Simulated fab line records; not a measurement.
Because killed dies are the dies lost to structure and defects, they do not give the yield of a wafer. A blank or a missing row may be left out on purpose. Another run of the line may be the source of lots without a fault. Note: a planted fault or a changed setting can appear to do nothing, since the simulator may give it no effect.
Which tool is to blame? | flow n5_finfet | 10 lots with 27 wafers sampled at 3 steps, on a route of 1938 steps

== WHAT THE GAUGES SHOWED, per wafer ==
N5_BEOL_M5_OCD_MEAS_38.
lot  | measured     | on     | trench_depth_nm (nm)
L880 | day 8 16:37  | ocd-02 | 71.6 71.9 72.4
L879 | day 8 17:01  | ocd-01 | 73.2 71.6
L877 | day 9 00:59  | ocd-01 | 71.6 69.3 68.8
L882 | day 9 09:44  | ocd-02 | 69.7 69.8
L881 | day 9 12:22  | ocd-01 | 61.9 65.9 61.7
L884 | day 9 18:10  | ocd-01 | 65.4 64.2 64.6
L891 | day 11 22:19 | ocd-02 | 73.8 73.7 69.3
L894 | day 12 08:11 | ocd-02 | 74.2 73.0 69.2
L897 | day 13 00:56 | ocd-01 | 68.8 72.2
L898 | day 13 15:33 | ocd-02 | 69.9 73.6 68.0

== WHAT TOOL EACH LOT RAN ON (gives the tool, then ch and the chambers of the sampled wafers, and finally the start) ==
lot  | N5_BEOL_M5_STRIP_64                | N5_BEOL_M5_TRENCH_ETCH_37
L880 | rie_diel-02 ch 1,2,3, day 8 15:11  | rie_diel-02 ch 1,2, day 8 16:28
L879 | rie_diel-02 ch 1,3, day 8 15:25    | rie_diel-02 ch 1,2, day 8 16:51
L877 | rie_diel-01 ch 2,3, day 8 23:44    | rie_diel-02 ch 0,1,3, day 9 00:50
L882 | rie_diel-04 ch 0,3, day 9 07:16    | rie_diel-02 ch 0, day 9 09:35
L881 | rie_diel-04 ch 0,1,2, day 9 10:45  | rie_diel-02 ch 2,3, day 9 12:13
L884 | rie_diel-01 ch 0,1, day 9 17:05    | rie_diel-02 ch 1,2, day 9 18:01
L891 | rie_diel-02 ch 0,2,3, day 11 20:55 | rie_diel-04 ch 0,1,3, day 11 22:09
L894 | rie_diel-04 ch 0,1,2, day 12 06:28 | rie_diel-01 ch 0,1,2, day 12 08:02
L897 | rie_diel-01 ch 2,3, day 12 23:18   | rie_diel-01 ch 2,3, day 13 00:46
L898 | rie_diel-02 ch 0,1, day 13 14:20   | rie_diel-02 ch 0,2,3, day 13 15:24
- N5_BEOL_M5_STRIP_64: strips in CF4.
- N5_BEOL_M5_TRENCH_ETCH_37: etches SiCOH lowk in C4F6/O2, target depth 71.652 nm, time 24.7 s.

== THE ANSWER, worked out from the rows above alone ==
Rule: the usual values come from the lots themselves. Put in order of their means at a reading, lots are off if they are a third of the lots or fewer, leave a main group of 4 or more, and stand apart from it by a gap of 3 or more times the standard deviation of the main group's means; of several such gaps the widest counts. The tables above print the reading to a certain number of digits; a main group whose means all agree to those digits is not used. A lot without any number at a reading at which 4 lots or more have one is off too. Any other lot the step has rows for is counted as sound.
Off at N5_BEOL_M5_OCD_MEAS_38 (trench_depth_nm): L881, L884. For the main group the mean is 71.2 nm and the standard deviation 1.
If a tool, at a process step before that reading, ran all the lots that are off and no sound lot after the first of them, it fits. The gauges at N5_BEOL_M5_OCD_MEAS_38 are tried like those tools. No candidate that was tried fits.

== WHAT THE SIMULATOR PUT IN ==
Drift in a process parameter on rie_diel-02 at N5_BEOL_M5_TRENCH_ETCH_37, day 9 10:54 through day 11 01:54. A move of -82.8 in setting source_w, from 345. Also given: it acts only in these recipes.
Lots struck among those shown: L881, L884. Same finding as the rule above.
